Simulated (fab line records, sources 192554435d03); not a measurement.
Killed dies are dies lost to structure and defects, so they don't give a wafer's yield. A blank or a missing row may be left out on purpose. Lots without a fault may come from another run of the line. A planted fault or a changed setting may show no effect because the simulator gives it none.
Chamber matching | flow n5_finfet | N5_GATE_CUT_STRIP_41 on rie_diel-04: 4 sister chambers
The step strips in CF4. 14 wafers are shown with their chamber, then 7 later ones without.

WAFERS WITH THEIR CHAMBER
wafer  | chamber | showerhead_plenum_p_Torr (Torr) | drypump_motor_current_A (A) | throttle_valve_pct (%)
L076.1 | 0       | 1.79                            | 6.1                         | 13.72
L076.3 | 1       | 1.73                            | 6.6                         | 13.68
L076.5 | 2       | 1.87                            | 5.5                         | 13.66
L078.1 | 0       | 1.79                            | 6.1                         | 13.72
L078.4 | 1       | 1.73                            | 6.6                         | 13.69
L078.5 | 0       | 1.79                            | 6.1                         | 13.70
L082.2 | 1       | 1.73                            | 6.6                         | 13.72
L082.4 | 0       | 1.79                            | 6.1                         | 13.74
L082.5 | 3       | 1.70                            | 5.6                         | 13.98
L084.1 | 1       | 1.73                            | 6.6                         | 13.73
L084.4 | 0       | 1.79                            | 6.1                         | 13.73
L084.5 | 3       | 1.70                            | 5.7                         | 13.99
L092.1 | 0       | 1.78                            | 6.1                         | 13.78
L092.4 | 2       | 1.87                            | 5.5                         | 13.72

SIGNATURES (means of the wafers above)
reading                  | chamber 0 | chamber 1 | chamber 2 | chamber 3 | scatter within a chamber
showerhead_plenum_p_Torr | 1.7883    | 1.7300    | 1.8700    | 1.7000    | 0.00289
drypump_motor_current_A  | 6.100     | 6.600     | 5.500     | 5.650     | 0.0224
throttle_valve_pct       | 13.7317   | 13.7050   | 13.6900   | 13.9850   | 0.0269
Rule: a wafer's distance from a chamber is the root of the sum, over the readings, of the square of ((its reading less the chamber's mean) divided by the reading's scatter). The wafer belongs to the nearest chamber; if the next one is less than 2 further off, it can't be placed. The scatter: the root of (the sum of the squares of (reading less its chamber's mean) over the shown wafers, divided by (wafers less chambers)).

WAFERS WITHOUT THEIR CHAMBER
wafer  | showerhead_plenum_p_Torr (Torr) | drypump_motor_current_A (A) | throttle_valve_pct (%)
L092.5 | 1.78                            | 6.1                         | 13.77
L093.1 | 1.70                            | 5.6                         | 14.04
L093.4 | 1.73                            | 6.6                         | 13.75
L093.6 | 1.87                            | 5.5                         | 13.73
L096.1 | 1.73                            | 6.6                         | 13.76
L096.3 | 1.86                            | 5.5                         | 13.74
L096.5 | 1.78                            | 6.1                         | 13.78

WHICH CHAMBER EACH WENT THROUGH
wafer  | from the rows above | in truth
L092.5 | 0                   | 0
L093.1 | 3                   | 3
L093.4 | 1                   | 1
L093.6 | 2                   | 2
L096.1 | 1                   | 1
L096.3 | 2                   | 2
L096.5 | 0                   | 0
Placed correctly: 7 of 7. Can't be placed from these rows: 0. Placed wrongly: 0.
